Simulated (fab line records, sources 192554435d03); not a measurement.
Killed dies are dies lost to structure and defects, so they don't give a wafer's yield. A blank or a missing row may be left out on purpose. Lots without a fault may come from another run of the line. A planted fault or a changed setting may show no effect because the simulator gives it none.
Chamber matching | flow n5_finfet | N5_BEOL_M4_ETCHBACK_99 on rie_diel-02: 4 sister chambers
The step etches SiO2 in CHF3, target depth 5 nm, time 10.4 s. 16 wafers are shown with their chamber, then 8 later ones without.

WAFERS WITH THEIR CHAMBER
wafer  | chamber | drypump_motor_current_A (A) | showerhead_plenum_p_Torr (Torr) | rf_vpp_V (V)
L074.1 | 0       | 5.7                         | 2.20                            | 244
L074.4 | 1       | 6.6                         | 2.11                            | 233
L074.6 | 2       | 5.5                         | 2.10                            | 237
L078.1 | 1       | 6.6                         | 2.11                            | 234
L078.4 | 2       | 5.5                         | 2.10                            | 236
L078.6 | 0       | 5.6                         | 2.19                            | 246
L084.2 | 2       | 5.5                         | 2.09                            | 236
L084.4 | 0       | 5.6                         | 2.19                            | 244
L084.5 | 2       | 5.5                         | 2.09                            | 236
L086.1 | 1       | 6.6                         | 2.10                            | 233
L086.4 | 2       | 5.5                         | 2.09                            | 235
L086.5 | 0       | 5.6                         | 2.19                            | 244
L090.2 | 3       | 5.6                         | 2.29                            | 237
L090.4 | 1       | 6.6                         | 2.10                            | 233
L090.6 | 1       | 6.6                         | 2.10                            | 232
L091.1 | 0       | 5.6                         | 2.18                            | 245

SIGNATURES (means of the wafers above)
reading                  | chamber 0 | chamber 1 | chamber 2 | chamber 3 | scatter within a chamber
drypump_motor_current_A  | 5.620     | 6.600     | 5.500     | 5.600     | 0.0258
showerhead_plenum_p_Torr | 2.1900    | 2.1040    | 2.0940    | 2.2900    | 0.00606
rf_vpp_V                 | 244.60    | 233.00    | 236.00    | 237.00    | 0.775
Rule: a wafer's distance from a chamber is the root of the sum, over the readings, of the square of ((its reading less the chamber's mean) divided by the reading's scatter). The wafer belongs to the nearest chamber; if the next one is less than 2 further off, it can't be placed. The scatter: the root of (the sum of the squares of (reading less its chamber's mean) over the shown wafers, divided by (wafers less chambers)).

WAFERS WITHOUT THEIR CHAMBER
wafer  | drypump_motor_current_A (A) | showerhead_plenum_p_Torr (Torr) | rf_vpp_V (V)
L091.2 | 5.5                         | 2.09                            | 235
L091.4 | 5.6                         | 2.29                            | 238
L094.3 | 6.6                         | 2.10                            | 232
L094.5 | 5.5                         | 2.09                            | 236
L094.6 | 5.5                         | 2.29                            | 236
L097.2 | 5.5                         | 2.08                            | 236
L097.4 | 6.7                         | 2.09                            | 233
L097.6 | 5.5                         | 2.08                            | 235

WHICH CHAMBER EACH WENT THROUGH
wafer  | from the rows above | in truth
L091.2 | 2                   | 2
L091.4 | 3                   | 3
L094.3 | 1                   | 1
L094.5 | 2                   | 2
L094.6 | 3                   | 3
L097.2 | 2                   | 2
L097.4 | 1                   | 1
L097.6 | 2                   | 2
Placed correctly: 8 of 8. Can't be placed from these rows: 0. Placed wrongly: 0.
